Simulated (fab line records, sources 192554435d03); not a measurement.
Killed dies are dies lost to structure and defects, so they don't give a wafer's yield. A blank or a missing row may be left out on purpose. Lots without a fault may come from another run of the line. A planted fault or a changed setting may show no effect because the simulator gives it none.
Split-lot experiment | flow n5_finfet | 5 lots, 23 wafers read, on a route of 1938 steps

THE SPLIT
At N5_BEOL_M5_TRENCH_ETCH_37 (etches SiCOH lowk in C4F6/O2, target depth 71.652 nm, time 24.7 s), the setting time_s was moved away from the recipe's 24.7 s on 10 of the 23 wafers read, by -13.4% to +18.3%. The other wafers ran this setting at the recipe's value.

FROM THE SPLIT TO THE READING: what the file shows between them, 13 steps
- N5_BEOL_M5_ETCH_41: etches SiCN in CH3F/O2, target depth 31.5 nm, time 56.7 s
- N5_BEOL_M5_STRIP_91: strips in N2/H2, time 10 s
- N5_BEOL_M5_OCD_MEAS_38
- N5_BEOL_M5_HM_STRIP_39: strips TiN in peroxide tin strip, target depth 25 nm, time 158 s
- N5_BEOL_M5_SRD_40: time 30 s
- N5_BEOL_M5_ECD_50: material Cu, target thk 300 nm
- N5_BEOL_M5_ANNEAL_51: time 90 s
- N5_BEOL_M5_CMP_52: polishes, stops on SiCOH lowk, t overpolish 6.9 s, target thk 62 nm
- N5_BEOL_M5_THK_MEAS_53: measures by xrf
- N5_BEOL_M5_PRE_CLEAN_77: time 15 s
- N5_BEOL_M5_CO_CAP_78: material Co, precursor CCTBA/H2, target thk 2 nm, time 102.1 s
- N5_BEOL_M5_PRE_CLEAN_55: time 15 s
- N5_BEOL_M5_DEP_56: deposits SiCN from 3MS/NH3, target thk 8 nm, time 14 s

THE READING
M5_RS, in ohm/sq, at N5_BEOL_M5_RS_MEAS_57 (measures by four-point-probe). Fault-free wafers of this fab line usually give 0.384 ohm/sq, standard deviation 0.011 ohm/sq.

wafer  | tool, chamber at the split | time_s as run, s | against the recipe | M5_RS, ohm/sq | against lot-mates on the recipe
L079.1 | rie_diel-04, 1             | 21.4             | -13.4%             | 0.473         | +0.080
L079.2 | rie_diel-04, 0             | 21.4             | -13.4%             | 0.470         | +0.077
L079.4 | rie_diel-04, 3             | 24.7             | recipe             | 0.406         | -
L079.5 | rie_diel-04, 0             | 24.7             | recipe             | 0.398         | -
L079.6 | rie_diel-04, 1             | 24.7             | recipe             | 0.376         | -
L078.2 | rie_diel-04, 0             | 26.26            | +6.3%              | 0.356         | -0.018
L078.3 | rie_diel-04, 2             | 26.26            | +6.3%              | 0.347         | -0.027
L078.4 | rie_diel-04, 1             | 26.26            | +6.3%              | 0.341         | -0.032
L078.5 | rie_diel-04, 3             | 24.7             | recipe             | 0.363         | -
L078.6 | rie_diel-04, 0             | 24.7             | recipe             | 0.384         | -
L080.1 | rie_diel-05, 0             | 22.24            | -10.0%             | 0.443         | +0.057
L080.2 | rie_diel-05, 1             | 22.24            | -10.0%             | 0.434         | +0.048
L080.3 | rie_diel-05, 2             | 24.7             | recipe             | 0.391         | -
L080.4 | rie_diel-05, 0             | 22.24            | -10.0%             | 0.431         | +0.045
L080.5 | rie_diel-05, 2             | 24.7             | recipe             | 0.380         | -
L082.1 | rie_diel-04, 2             | 24.7             | recipe             | 0.369         | -
L082.4 | rie_diel-04, 0             | 24.7             | recipe             | 0.381         | -
L082.6 | rie_diel-04, 1             | 24.7             | recipe             | 0.372         | -
L091.2 | rie_diel-05, 1             | 24.7             | recipe             | 0.388         | -
L091.3 | rie_diel-05, 0             | 29.21            | +18.3%             | 0.311         | -0.079
L091.4 | rie_diel-05, 2             | 24.7             | recipe             | 0.386         | -
L091.5 | rie_diel-05, 3             | 29.21            | +18.3%             | 0.304         | -0.086
L091.6 | rie_diel-05, 2             | 24.7             | recipe             | 0.397         | -

THE FIT
A straight line over all 23 wafers: M5_RS changes by -0.00511 ohm/sq for each +1% of time_s; r = -0.96; the points scatter about the line by 0.012 ohm/sq.
The same after taking each lot's own level away (the mean of its wafers on the recipe; 23 wafers): -0.00493 ohm/sq for each +1%; r = -0.98; scatter 0.0084 ohm/sq.
On that fit, the largest move of time_s shifts the reading by 0.09 ohm/sq.
The lots' own levels span 0.3735 to 0.3933 ohm/sq, that is 1.8 times the standard deviation above.
So the lot-to-lot level changes the slope little: the two slopes agree.
Check: with one of the wafers moved furthest among these (+18.3%) left out of the fit, the line predicts -0.0905 ohm/sq for it against its lot-mates. It came out at -0.0793 ohm/sq against them.

THE WHOLE CHAIN: every reading that the file lists as answering this split, in the file's order
step                      | what it does                                                        | reading                                                                      | change (the file's fit)               | r (the file's)
N5_BEOL_M5_TRENCH_ETCH_37 | etches SiCOH lowk in C4F6/O2, target depth 71.652 nm, time 24.7 s   | BEOL_M5.feature_depth_nm (the simulator's own value, which no gauge read)    | +0.726 nm for each +1% of the setting | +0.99
N5_BEOL_M5_TRENCH_ETCH_37 | etches SiCOH lowk in C4F6/O2, target depth 71.652 nm, time 24.7 s   | etch.depth_nm (the simulator's own value, which no gauge read)               | +0.723 nm for each +1% of the setting | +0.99
N5_BEOL_M5_OCD_MEAS_38    |                                                                     | trench_depth_nm                                                              | +0.72 nm for each +1% of the setting  | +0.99
N5_BEOL_M5_CMP_52         | polishes, stops on SiCOH lowk, t overpolish 6.9 s, target thk 62 nm | Cu_of_BEOL_M5_ECD_50.thk_nm (the simulator's own value, which no gauge read) | +0.69 nm for each +1% of the setting  | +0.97
N5_BEOL_M5_THK_MEAS_53    | measures by xrf                                                     | M5_THK                                                                       | +0.676 for each +1% of the setting    | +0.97
N5_BEOL_M5_RS_MEAS_57     | measures by four-point-probe                                        | M5_RS                                                                        | -0.00496 for each +1% of the setting  | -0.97

THE FILE'S OWN FIT
M5_RS changes by -0.00496 ohm/sq for each +1% of time_s, r = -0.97.
